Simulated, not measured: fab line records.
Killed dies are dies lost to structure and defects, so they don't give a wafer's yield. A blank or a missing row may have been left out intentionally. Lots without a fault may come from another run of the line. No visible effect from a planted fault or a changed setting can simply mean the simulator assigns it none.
fab line records	flow n5_finfet
record: lots: 24	wafers: 72	last_day: 18
route steps=1938 shown BEOL_M8@1399 BEOL_M9@1416 BEOL_M10@1491
lots untouched by any fault: they come from a run of this same line in which no faults occurred
start_h: hours from the record's opening day to when the first of the lot's shown wafers began	wait_h: time in hours since the lot's previous step	" unchanged from the row above	L1.1+2: a row that stands for several wafers	- no value, or no start given	* or withheld: withheld	< > ~ a bound
route shown NAME@n: names a module that has steps shown in the file, with the first one's number in the route	usual: mean and standard deviation over wafers with no fault	same: alike in all rows	chamber/n: place in a boat	sites: each site's reading	_std_site: the values' standard deviation	_edge_site: outer sites' mean less inner sites'	radius_mm: for every site, how far away it sits from the centre of the wafer	mask NAME#n: copy n	behind: the most recent tool/chamber to have shaped the wafer	hold: cause of the lot's hold/its duration in hours/its outcome	device: which transistor (n, p or np) failed to switch	end of line: the route-end tests of the same wafers	for a step that has no rows: nothing shown but its recipe	killed: dies that structure and defects cost at the first sort, which is not the same as the wafer's yield	map: shows each die of a wafer: x if killed, . if not, _ if none is there
set.NAME: the run value of the setting; set.NAME@STEP: its run value at that earlier step	model.NAME: the simulator's own value behind a step, which no gauge read
the route's steps for a sample of lots (tables are steps, rows are wafers)
services: when a tool's chamber went out of use (start_h, in hours from the record's first day, below 0 if earlier), for how many hours, and the reason
== steps ==
step: N5_BEOL_M8_RS_MEAS_57
recipe: thk_meas_gauge: four-point-probe	reads: Cu_of_BEOL_M8_ECD_50+Co_of_BEOL_M8_CVD_78+TaN_of_BEOL_M8_ALD_77
usual: M8_RS: 0.287/0.0094
lot.wafer	tool	chamber	start_h	wait_h	M8_RS[ohm/sq]
L074.1	film_metro-02	-	206.78	0.1	0.274
L074.4	"	-	"	"	0.285
L074.5	"	-	"	"	0.284
L075.4	film_metro-01	-	209.80	0.0	0.300
L075.5	"	-	"	"	0.287
L075.6	"	-	"	"	0.274
L076.2	film_metro-02	-	216.86	0.1	0.300
L076.3	"	-	"	"	0.284
L076.4	"	-	"	"	0.296
L077.1	film_metro-02	-	220.28	0.1	0.282
L077.2	"	-	"	"	0.274
L077.4	"	-	"	"	0.280
L078.1	film_metro-01	-	226.34	0.1	0.302
L078.4	"	-	"	"	0.282
L078.6	"	-	"	"	0.284
L079.1	film_metro-02	-	227.63	0.1	0.273
L079.3	"	-	"	"	0.286
L079.6	"	-	"	"	0.282
L080.3	film_metro-02	-	243.15	0.1	0.287
L080.4	"	-	"	"	0.288
L080.5	"	-	"	"	0.286
L081.2	film_metro-01	-	243.65	0.1	0.280
L081.3	"	-	"	"	0.299
L081.5	"	-	"	"	0.298
L082.3	film_metro-02	-	253.90	0.1	0.275
L082.4	"	-	"	"	0.290
L082.5	"	-	"	"	0.283
L084.2	film_metro-02	-	262.08	0.1	0.292
L084.3	"	-	"	"	0.292
L084.6	"	-	"	"	0.288
L083.2	film_metro-02	-	262.68	0.1	0.305
L083.5	"	-	"	"	0.304
L083.6	"	-	"	"	0.293
L086.1	film_metro-02	-	270.59	0.1	0.286
L086.3	"	-	"	"	0.310
L086.5	"	-	"	"	0.310
L085.2	film_metro-01	-	277.71	0.1	0.297
L085.5	"	-	"	"	0.297
L085.6	"	-	"	"	0.289
L087.1	film_metro-02	-	293.36	0.1	0.286
L087.5	"	-	"	"	0.294
L087.6	"	-	"	"	0.277
L090.2	film_metro-02	-	303.66	0.1	0.283
L090.3	"	-	"	"	0.282
L090.5	"	-	"	"	0.298
L088.1	film_metro-01	-	304.56	0.1	0.284
L088.3	"	-	"	"	0.286
L088.4	"	-	"	"	0.281
L091.2	film_metro-01	-	306.76	0.1	0.282
L091.3	"	-	"	"	0.277
L091.6	"	-	"	"	0.274
L089.1	film_metro-01	-	307.21	0.1	0.285
L089.4	"	-	"	"	0.295
L089.5	"	-	"	"	0.284
L093.3	film_metro-02	-	319.07	0.1	0.282
L093.4	"	-	"	"	0.289
L093.6	"	-	"	"	0.288
L092.1	film_metro-02	-	320.33	0.1	0.294
L092.2	"	-	"	"	0.270
L092.3	"	-	"	"	0.287
L094.1	film_metro-01	-	325.85	0.1	0.295
L094.5	"	-	"	"	0.299
L094.6	"	-	"	"	0.277
L095.2	film_metro-02	-	339.15	0.1	0.298
L095.3	"	-	"	"	0.281
L095.4	"	-	"	"	0.280
L096.2	film_metro-02	-	360.19	0.1	0.282
L096.4	"	-	"	"	0.284
L096.6	"	-	"	"	0.286
L097.3	film_metro-02	-	360.43	0.1	0.277
L097.5	"	-	"	"	0.315
L097.6	"	-	"	"	0.289
step: N5_BEOL_M9_INSPECT_13
recipe: mode: adi	inspect_instrument: brightfield
usual: raw_defect_count: 367/83
lot.wafer	tool	chamber	start_h	wait_h	raw_defect_count
L074.1	defect_inspect-02	-	208.65	0.0	468
L074.4	"	-	"	"	364
L074.5	"	-	"	"	350
L075.4	defect_inspect-02	-	212.18	0.0	392
L075.5	"	-	"	"	348
L075.6	"	-	"	"	360
L076.2	defect_inspect-02	-	219.15	0.0	331
L076.3	"	-	"	"	433
L076.4	"	-	"	"	309
L077.1	defect_inspect-01	-	222.47	0.0	310
L077.2	"	-	"	"	470
L077.4	"	-	"	"	406
L078.1	defect_inspect-02	-	228.84	0.0	462
L078.4	"	-	"	"	299
L078.6	"	-	"	"	325
L079.1	defect_inspect-01	-	229.50	0.0	448
L079.3	"	-	"	"	348
L079.6	"	-	"	"	431
L080.3	defect_inspect-02	-	246.48	0.0	218
L080.4	"	-	"	"	256
L080.5	"	-	"	"	313
L081.2	defect_inspect-02	-	246.64	0.0	349
L081.3	"	-	"	"	352
L081.5	"	-	"	"	368
L082.3	defect_inspect-02	-	256.36	0.0	372
L082.4	"	-	"	"	260
L082.5	"	-	"	"	314
L084.2	defect_inspect-02	-	265.21	0.0	284
L084.3	"	-	"	"	541
L084.6	"	-	"	"	399
L083.2	defect_inspect-02	-	265.61	0.0	262
L083.5	"	-	"	"	309
L083.6	"	-	"	"	312
L086.1	defect_inspect-02	-	271.85	0.0	398
L086.3	"	-	"	"	375
L086.5	"	-	"	"	447
L085.2	defect_inspect-02	-	282.91	0.0	471
L085.5	"	-	"	"	467
L085.6	"	-	"	"	441
L087.1	defect_inspect-01	-	296.95	0.0	341
L087.5	"	-	"	"	399
L087.6	"	-	"	"	277
L090.2	defect_inspect-02	-	305.21	0.0	279
L090.3	"	-	"	"	285
L090.5	"	-	"	"	270
L088.1	defect_inspect-01	-	306.94	0.0	425
L088.3	"	-	"	"	275
L088.4	"	-	"	"	393
L091.2	defect_inspect-02	-	310.18	0.0	477
L091.3	"	-	"	"	398
L091.6	"	-	"	"	670
L089.1	defect_inspect-01	-	310.34	0.0	317
L089.4	"	-	"	"	289
L089.5	"	-	"	"	322
L093.3	defect_inspect-01	-	322.71	0.0	393
L093.4	"	-	"	"	437
L093.6	"	-	"	"	554
L092.1	defect_inspect-02	-	323.11	0.0	374
L092.2	"	-	"	"	331
L092.3	"	-	"	"	445
L094.1	defect_inspect-01	-	330.33	0.0	287
L094.5	"	-	"	"	449
L094.6	"	-	"	"	387
L095.2	defect_inspect-02	-	341.40	0.0	258
L095.3	"	-	"	"	295
L095.4	"	-	"	"	300
L096.2	defect_inspect-01	-	361.68	0.0	350
L096.4	"	-	"	"	457
L096.6	"	-	"	"	340
L097.3	defect_inspect-02	-	361.95	0.0	275
L097.5	"	-	"	"	382
L097.6	"	-	"	"	378
step: N5_BEOL_M9_VIA_ETCH_34
recipe: chemistry: C4F6/O2	target: SiCOH_lowk	target_depth_a: 1824	mask_material: SOC	taper_deg: 4	time_s: 68.4	ion_energy_ev: 250	pressure_mtorr: 30	source_w: 345	bias_w: 185	Ar_flow_sccm: 300	C4F6_flow_sccm: 10	O2_flow_sccm: 10
usual: bias_w: 185.0/0.61	drypump_motor_current_A: 5.9/0.58	oes_product_au: 0.81/0.085	rf_vpp_V: 676/14	showerhead_plenum_p_Torr: 2.85/0.087	throttle_valve_pct: 20.99/0.26
lot.wafer	tool	chamber	start_h	wait_h	bias_w	drypump_motor_current_A	oes_product_au	rf_hours_counter_h	rf_vpp_V	showerhead_plenum_p_Torr	throttle_valve_pct
L074.1	rie_diel-01	3	210.62	0.0	185.4	6.4	0.88	65	674	2.80	20.89
L074.4	"	1	"	"	184.4	5.2	0.71	218	646	2.79	21.11
L074.5	"	3	"	"	185.4	6.4	0.87	-	673	2.80	20.89
L075.4	rie_diel-03	0	214.43	0.0	184.4	5.1	0.84	77	671	2.87	20.41
L075.5	"	2	"	"	185.1	5.5	0.69	-	683	2.72	21.22
L075.6	"	1	"	"	185.3	5.3	0.75	-	677	2.86	20.88
L076.2	rie_diel-04	0	220.73	0.0	186.0	5.7	0.98	1	665	2.91	21.11
L076.3	"	3	"	"	184.0	6.6	0.71	200	677	2.71	21.23
L076.4	"	1	"	"	184.9	6.5	0.77	118	683	2.88	21.07
L077.1	rie_diel-04	3	224.76	0.0	184.5	6.6	0.71	202	679	2.71	21.22
L077.2	"	0	"	"	185.0	5.7	0.96	3	665	2.91	21.12
L077.4	"	2	"	"	184.7	5.7	0.85	-	702	2.93	21.16
L078.1	rie_diel-01	3	230.83	0.0	185.0	6.4	0.85	72	674	2.80	20.90
L078.4	"	1	"	"	185.0	5.2	0.70	225	649	2.78	21.13
L078.6	"	0	"	"	185.4	4.8	0.87	-	657	2.88	20.72
L079.1	rie_diel-01	1	231.25	0.0	184.4	5.2	0.70	225	648	2.78	21.11
L079.3	"	3	"	"	185.1	6.4	0.86	72	672	2.80	20.91
L079.6	"	2	"	"	184.6	6.1	0.93	-	661	2.76	20.37
L081.2	rie_diel-03	2	248.74	0.0	185.9	5.5	0.68	244	680	2.71	21.23
L081.3	"	3	"	"	184.5	6.2	0.71	222	686	2.95	21.00
L081.5	"	1	"	"	185.0	5.3	0.74	-	677	2.85	20.89
L080.3	rie_diel-04	3	249.26	0.0	184.2	6.6	0.70	211	677	2.71	21.20
L080.4	"	0	"	"	185.8	5.7	0.93	12	665	2.91	21.13
L080.5	"	0	"	"	185.5	5.7	0.93	-	663	2.90	21.13
L082.3	rie_diel-04	1	258.61	0.0	184.3	6.5	0.77	126	681	2.88	21.09
L082.4	"	3	"	"	185.4	6.6	0.70	214	677	2.71	21.24
L082.5	"	3	"	"	184.9	6.6	0.70	-	678	2.71	21.23
L084.2	rie_diel-04	1	269.26	0.0	184.9	6.5	0.77	128	683	2.88	21.09
L084.3	"	0	"	"	183.9	5.7	0.92	17	665	2.90	21.14
L084.6	"	1	"	"	185.5	6.5	0.77	-	682	2.88	21.09
L083.2	rie_diel-04	1	269.69	0.0	184.6	6.5	0.77	128	683	2.88	21.08
L083.5	"	3	"	"	185.1	6.7	0.71	-	675	2.70	21.23
L083.6	"	2	"	"	184.3	5.7	0.84	-	702	2.93	21.20
L086.1	rie_diel-04	1	275.57	0.0	186.2	6.5	0.77	129	682	2.88	21.07
L086.3	"	3	"	"	185.0	6.6	0.69	218	678	2.70	21.25
L086.5	"	0	"	"	185.5	5.7	0.91	-	664	2.90	21.12
L085.2	rie_diel-04	0	284.00	0.0	185.8	5.7	0.91	21	664	2.90	21.14
L085.5	"	0	"	"	185.7	5.7	0.91	-	665	2.90	21.14
L085.6	"	1	"	"	184.4	6.5	0.77	-	683	2.88	21.11
L087.1	rie_diel-03	2	299.78	0.0	186.1	5.5	0.95	7	694	3.05	20.78
L087.5	"	3	"	"	185.4	6.2	0.68	-	686	2.94	21.01
L087.6	"	0	"	"	184.2	5.0	0.79	-	671	2.86	20.46
L090.2	rie_diel-01	0	309.03	0.0	184.6	4.7	0.84	82	654	2.87	20.78
L090.3	"	1	"	"	184.9	5.2	0.68	245	647	2.77	21.15
L090.5	"	3	"	"	184.4	6.4	0.82	-	672	2.79	20.93
L088.1	rie_diel-04	0	309.07	0.0	184.2	5.8	0.90	27	664	2.90	21.16
L088.3	"	1	"	"	184.9	6.5	0.76	139	683	2.87	21.11
L088.4	"	3	"	"	185.3	6.6	0.69	228	676	2.70	21.24
L091.2	rie_diel-03	2	311.42	0.0	183.7	5.5	0.92	12	691	3.04	20.81
L091.3	"	0	"	"	183.7	5.0	0.80	111	672	2.85	20.46
L091.6	"	2	"	"	185.2	5.5	0.93	-	693	3.04	20.80
L089.1	rie_diel-04	1	311.46	0.0	184.8	6.5	0.76	140	683	2.87	21.08
L089.4	"	2	"	"	186.0	5.7	0.81	60	701	2.92	21.20
L089.5	"	1	"	"	184.6	6.5	0.76	-	682	2.87	21.12
L093.3	rie_diel-04	0	333.19	0.0	184.6	5.8	0.89	35	664	2.89	21.18
L093.4	"	2	"	"	184.7	5.7	0.81	-	698	2.92	21.22
L093.6	"	3	"	"	185.3	6.6	0.70	-	676	2.70	21.25
L094.1	rie_diel-01	3	333.43	0.0	185.3	6.4	0.82	100	675	2.79	20.95
L094.5	"	0	"	"	185.5	4.7	0.83	-	655	2.87	20.76
L094.6	"	2	"	"	185.3	6.1	0.88	-	661	2.75	20.39
L092.1	rie_diel-01	2	334.06	0.0	185.6	6.1	0.88	60	661	2.75	20.41
L092.2	"	3	"	"	185.1	6.3	0.82	100	674	2.79	20.95
L092.3	"	0	"	"	185.6	4.8	0.82	88	654	2.87	20.76
L095.2	rie_diel-04	3	344.89	0.0	185.2	6.6	0.68	237	678	2.70	21.27
L095.3	"	0	"	"	185.5	5.7	0.87	38	663	2.89	21.16
L095.4	"	2	"	"	184.5	5.7	0.80	69	701	2.92	21.22
L096.2	rie_diel-04	3	363.10	0.0	185.9	6.6	0.68	242	677	2.69	21.27
L096.4	"	0	"	"	185.7	5.8	0.87	44	667	2.89	21.17
L096.6	"	0	"	"	185.7	5.7	0.87	-	665	2.89	21.18
L097.3	rie_diel-03	1	363.42	0.0	186.5	5.3	0.72	211	676	2.84	20.93
L097.5	"	3	"	"	184.4	6.2	0.98	-	684	2.93	20.70
L097.6	"	2	"	"	184.4	5.5	0.89	-	693	3.04	20.81
step: N5_BEOL_M9_SURFACE_TREAT_79
recipe: gas: Ar	time_s: *	ion_energy_ev: *	ion_current_ma_cm2: 0.5	pressure_mtorr: *	ar_flow_sccm: 30
usual: throttle_valve_pct: *
lot.wafer	tool	chamber	start_h	wait_h	throttle_valve_pct
L074.1	pvd_sputter-01	-	212.14	0.3	*
L074.4	"	-	"	"	*
L074.5	"	-	"	"	*
L075.4	pvd_sputter-01	-	216.52	0.2	*
L075.5	"	-	"	"	*
L075.6	"	-	"	"	*
L076.2	pvd_sputter-02	-	222.52	0.2	*
L076.3	"	-	"	"	*
L076.4	"	-	"	"	*
L077.1	pvd_sputter-01	-	226.02	0.2	*
L077.2	"	-	"	"	*
L077.4	"	-	"	"	*
L078.1	pvd_sputter-01	-	232.12	0.2	*
L078.4	"	-	"	"	*
L078.6	"	-	"	"	*
L079.1	pvd_sputter-03	-	232.50	0.2	*
L079.3	"	-	"	"	*
L079.6	"	-	"	"	*
L081.2	pvd_sputter-02	-	250.12	0.2	*
L081.3	"	-	"	"	*
L081.5	"	-	"	"	*
L080.3	pvd_sputter-03	-	251.42	0.4	*
L080.4	"	-	"	"	*
L080.5	"	-	"	"	*
L082.3	pvd_sputter-01	-	260.27	0.2	*
L082.4	"	-	"	"	*
L082.5	"	-	"	"	*
L084.2	pvd_sputter-01	-	270.75	0.2	*
L084.3	"	-	"	"	*
L084.6	"	-	"	"	*
L083.2	pvd_sputter-03	-	270.97	0.2	*
L083.5	"	-	"	"	*
L083.6	"	-	"	"	*
L086.1	pvd_sputter-03	-	277.57	0.5	*
L086.3	"	-	"	"	*
L086.5	"	-	"	"	*
L085.2	pvd_sputter-03	-	285.28	0.2	*
L085.5	"	-	"	"	*
L085.6	"	-	"	"	*
L087.1	pvd_sputter-01	-	301.48	0.2	*
L087.5	"	-	"	"	*
L087.6	"	-	"	"	*
L090.2	pvd_sputter-01	-	310.35	0.2	*
L090.3	"	-	"	"	*
L090.5	"	-	"	"	*
L088.1	pvd_sputter-01	-	310.49	0.2	*
L088.3	"	-	"	"	*
L088.4	"	-	"	"	*
L091.2	pvd_sputter-03	-	313.17	0.3	*
L091.3	"	-	"	"	*
L091.6	"	-	"	"	*
L089.1	pvd_sputter-03	-	313.21	0.3	*
L089.4	"	-	"	"	*
L089.5	"	-	"	"	*
L093.3	pvd_sputter-03	-	334.43	0.2	*
L093.4	"	-	"	"	*
L093.6	"	-	"	"	*
L094.1	pvd_sputter-02	-	334.71	0.3	*
L094.5	"	-	"	"	*
L094.6	"	-	"	"	*
L092.1	pvd_sputter-02	-	335.23	0.2	*
L092.2	"	-	"	"	*
L092.3	"	-	"	"	*
L095.2	pvd_sputter-02	-	347.78	1.9	*
L095.3	"	-	"	"	*
L095.4	"	-	"	"	*
L096.2	pvd_sputter-01	-	365.95	1.6	*
L096.4	"	-	"	"	*
L096.6	"	-	"	"	*
L097.3	pvd_sputter-02	-	366.46	0.2	*
L097.5	"	-	"	"	*
L097.6	"	-	"	"	*
step: N5_BEOL_M9_INSPECT_58
recipe: inspect_instrument: darkfield	mode: post_dep
usual: raw_defect_count: 69/19
lot.wafer	tool	chamber	start_h	wait_h	raw_defect_count
L074.1	defect_inspect-02	-	213.62	0.0	57
L074.4	"	-	"	"	82
L074.5	"	-	"	"	46
L075.4	defect_inspect-01	-	219.04	0.0	48
L075.5	"	-	"	"	48
L075.6	"	-	"	"	59
L076.2	defect_inspect-01	-	223.78	0.0	94
L076.3	"	-	"	"	76
L076.4	"	-	"	"	107
L077.1	defect_inspect-01	-	227.27	0.0	73
L077.2	"	-	"	"	74
L077.4	"	-	"	"	89
L078.1	defect_inspect-01	-	233.42	0.0	76
L078.4	"	-	"	"	52
L078.6	"	-	"	"	78
L079.1	defect_inspect-02	-	235.56	0.0	78
L079.3	"	-	"	"	86
L079.6	"	-	"	"	101
L081.2	defect_inspect-02	-	251.30	0.0	79
L081.3	"	-	"	"	48
L081.5	"	-	"	"	78
L080.3	defect_inspect-02	-	252.63	0.0	72
L080.4	"	-	"	"	97
L080.5	"	-	"	"	87
L082.3	defect_inspect-02	-	261.90	0.0	73
L082.4	"	-	"	"	51
L082.5	"	-	"	"	71
L084.2	defect_inspect-02	-	271.90	0.0	58
L084.3	"	-	"	"	121
L084.6	"	-	"	"	75
L083.2	defect_inspect-02	-	272.12	0.0	73
L083.5	"	-	"	"	64
L083.6	"	-	"	"	50
L086.1	defect_inspect-01	-	281.38	0.0	50
L086.3	"	-	"	"	55
L086.5	"	-	"	"	53
L085.2	defect_inspect-01	-	287.13	0.0	69
L085.5	"	-	"	"	79
L085.6	"	-	"	"	49
L087.1	defect_inspect-02	-	303.38	0.0	104
L087.5	"	-	"	"	53
L087.6	"	-	"	"	78
L090.2	defect_inspect-01	-	311.53	0.0	69
L090.3	"	-	"	"	64
L090.5	"	-	"	"	44
L088.1	defect_inspect-01	-	311.80	0.0	46
L088.3	"	-	"	"	43
L088.4	"	-	"	"	53
L091.2	defect_inspect-01	-	314.45	0.0	73
L091.3	"	-	"	"	83
L091.6	"	-	"	"	71
L089.1	defect_inspect-01	-	314.54	0.0	84
L089.4	"	-	"	"	87
L089.5	"	-	"	"	52
L093.3	defect_inspect-01	-	335.73	0.0	48
L093.4	"	-	"	"	58
L093.6	"	-	"	"	55
L094.1	defect_inspect-01	-	336.27	0.0	60
L094.5	"	-	"	"	79
L094.6	"	-	"	"	111
L092.1	defect_inspect-01	-	336.59	0.0	69
L092.2	"	-	"	"	65
L092.3	"	-	"	"	58
L095.2	defect_inspect-02	-	349.12	0.0	81
L095.3	"	-	"	"	69
L095.4	"	-	"	"	70
L096.2	defect_inspect-02	-	367.33	0.0	52
L096.4	"	-	"	"	49
L096.6	"	-	"	"	51
L097.3	defect_inspect-02	-	368.01	0.0	60
L097.5	"	-	"	"	96
L097.6	"	-	"	"	70
step: N5_BEOL_M10_HM_OPEN_17
recipe: chemistry: Cl2/BCl3	target_depth_a: 200	overetch_a: 60	target: TiN	mask_material: SOC	ion_energy_ev: 150	pressure_mtorr: 10	icp_w: 1000	bias_w: 126	Cl2_flow_sccm: 53.25	bcl3_flow_sccm: 21.75	Ar_flow_sccm: 25
usual: bias_w: 126.0/0.4	drypump_motor_current_A: 5.88/0.26	oes_product_au: 0.68/0.08	throttle_valve_pct: 22.18/0.16
lot.wafer	tool	chamber	start_h	wait_h	bias_w	drypump_motor_current_A	oes_product_au	rf_hours_counter_h	throttle_valve_pct
L074.1	rie_metal-01	1	216.25	0.0	126.2	6.10	0.53	107	22.64
L074.4	"	0	"	"	126.7	6.18	0.58	-	22.15
L074.5	"	1	"	"	125.7	6.08	0.53	-	22.65
L075.4	rie_metal-01	1	223.20	0.1	126.3	6.02	0.54	-	22.61
L075.5	"	0	"	"	125.4	6.13	0.59	-	22.12
L075.6	"	1	"	"	126.1	6.01	0.54	-	22.62
L076.2	rie_metal-02	0	226.43	0.0	126.2	5.81	0.73	30	22.09
L076.3	"	1	"	"	125.6	5.47	0.75	-	22.12
L076.4	"	0	"	"	126.1	5.80	0.72	-	22.08
L077.1	rie_metal-02	0	229.36	0.0	126.1	5.82	0.70	30	22.11
L077.2	"	1	"	"	126.5	5.46	0.76	12	22.12
L077.4	"	1	"	"	126.3	5.51	0.75	-	22.14
L078.1	rie_metal-03	0	235.58	0.1	126.0	6.24	0.74	15	22.24
L078.4	"	0	"	"	125.9	6.27	0.75	-	22.22
L078.6	"	0	"	"	126.1	6.26	0.74	-	22.23
L079.1	rie_metal-02	0	239.16	0.0	125.3	5.80	0.71	31	22.10
L079.3	"	1	"	"	125.4	5.49	0.74	-	22.14
L079.6	"	1	"	"	125.7	5.47	0.74	-	22.13
L081.2	rie_metal-01	1	253.39	0.0	126.2	6.02	0.53	112	22.63
L081.3	"	1	"	"	126.1	6.06	0.54	-	22.60
L081.5	"	1	"	"	126.4	6.03	0.54	-	22.63
L080.3	rie_metal-02	1	256.52	0.1	127.0	5.47	0.73	-	22.15
L080.4	"	0	"	"	125.6	5.80	0.70	-	22.13
L080.5	"	1	"	"	126.5	5.49	0.73	-	22.13
L082.3	rie_metal-03	0	265.45	0.1	125.4	6.23	0.75	-	22.22
L082.4	"	1	"	"	126.4	6.06	0.60	-	21.95
L082.5	"	1	"	"	125.9	6.06	0.61	-	21.95
L084.2	rie_metal-03	0	277.08	0.0	125.5	6.26	0.72	18	22.25
L084.3	"	0	"	"	125.7	6.25	0.73	-	22.24
L084.6	"	0	"	"	125.5	6.24	0.74	-	22.24
L083.2	rie_metal-02	1	277.29	0.0	126.3	5.49	0.73	17	22.14
L083.5	"	0	"	"	125.9	5.83	0.71	-	22.11
L083.6	"	1	"	"	125.7	5.50	0.73	-	22.12
L086.1	rie_metal-02	0	284.38	0.0	126.1	5.81	0.71	36	22.10
L086.3	"	0	"	"	126.6	5.81	0.70	-	22.11
L086.5	"	1	"	"	126.3	5.49	0.73	-	22.16
L085.2	rie_metal-01	1	290.42	0.0	126.0	6.02	0.52	116	22.64
L085.5	"	1	"	"	125.8	6.05	0.52	-	22.65
L085.6	"	0	"	"	126.3	6.18	0.58	-	22.16
L087.1	rie_metal-02	1	305.65	0.0	126.7	5.49	0.72	19	22.16
L087.5	"	1	"	"	126.8	5.50	0.72	-	22.13
L087.6	"	0	"	"	125.7	5.82	0.70	-	22.13
L090.2	rie_metal-02	1	313.41	0.0	126.5	5.49	0.71	19	22.14
L090.3	"	1	"	"	125.6	5.49	0.72	-	22.16
L090.5	"	1	"	"	125.7	5.49	0.71	-	22.14
L088.1	rie_metal-02	1	314.58	0.0	125.9	5.48	0.72	19	22.16
L088.3	"	1	"	"	125.8	5.47	0.72	-	22.13
L088.4	"	0	"	"	125.8	5.75	0.70	-	22.11
L091.2	rie_metal-03	0	317.46	0.0	126.9	6.24	0.71	23	22.26
L091.3	"	0	"	"	126.4	6.20	0.72	-	22.24
L091.6	"	0	"	"	126.3	6.24	0.72	-	22.26
L089.1	rie_metal-02	1	317.67	0.0	125.7	5.50	0.73	19	22.15
L089.4	"	1	"	"	125.7	5.50	0.72	-	22.16
L089.5	"	1	"	"	125.4	5.49	0.72	-	22.16
L093.3	rie_metal-01	0	339.85	0.1	125.4	6.18	0.57	-	22.19
L093.4	"	1	"	"	125.8	6.01	0.81	-	22.31
L093.6	"	0	"	"	125.9	6.17	0.57	-	22.17
L094.1	rie_metal-02	1	340.02	0.0	125.4	5.50	0.71	22	22.15
L094.5	"	0	"	"	125.8	5.79	0.69	-	22.11
L094.6	"	1	"	"	126.1	5.51	0.71	-	22.16
L092.1	rie_metal-01	1	340.05	0.0	126.0	6.05	0.82	1	22.30
L092.2	"	0	"	"	126.1	6.19	0.57	103	22.16
L092.3	"	0	"	"	125.4	6.16	0.58	-	22.16
L095.2	rie_metal-03	1	351.87	0.0	125.8	6.06	0.58	77	21.99
L095.3	"	0	"	"	126.5	6.21	0.72	-	22.25
L095.4	"	1	"	"	126.0	6.04	0.59	-	21.98
L096.2	rie_metal-02	1	370.79	0.0	125.9	5.50	0.71	25	22.17
L096.4	"	0	"	"	126.1	5.82	0.68	-	22.13
L096.6	"	1	"	"	126.1	5.50	0.69	-	22.15
L097.3	rie_metal-01	1	371.16	0.1	126.6	6.00	0.78	-	22.35
L097.5	"	1	"	"	127.1	6.00	0.80	-	22.31
L097.6	"	1	"	"	126.5	6.00	0.79	-	22.32
== services ==
tool	chamber	start_h	hours	kind
rie_metal-02	-	191.37	2.8	pm
rie_diel-04	0	197.34	-	clean
rie_diel-04	0	197.34	-	consumable_replace:focus_ring
rie_diel-04	0	197.34	18.8	scheduled_down
rie_diel-04	0	197.34	18.8	vent_cycle
rie_metal-01	-	197.46	0.1	repair
rie_diel-04	1	221.30	13.8	repair
rie_metal-01	0	230.40	9.5	repair
rie_metal-01	-	231.09	1.8	repair
rie_diel-01	1	240.27	4.0	repair
rie_diel-04	2	273.35	7.5	repair
pvd_sputter-02	-	279.52	3.8	repair
rie_metal-01	1	310.25	-	clean
rie_metal-01	1	310.25	18.4	scheduled_down
rie_metal-01	1	310.25	18.4	vent_cycle
pvd_sputter-01	-	320.04	19.6	repair
rie_metal-01	1	328.92	3.0	repair
rie_diel-04	1	328.93	6.7	repair
pvd_sputter-01	-	354.53	5.4	repair
rie_diel-01	3	357.36	12.1	repair
rie_diel-01	2	358.45	3.4	repair
rie_metal-01	0	369.35	-	clean
rie_metal-01	0	369.35	29.1	scheduled_down
rie_metal-01	0	369.35	29.1	vent_cycle
== key ==
fault none
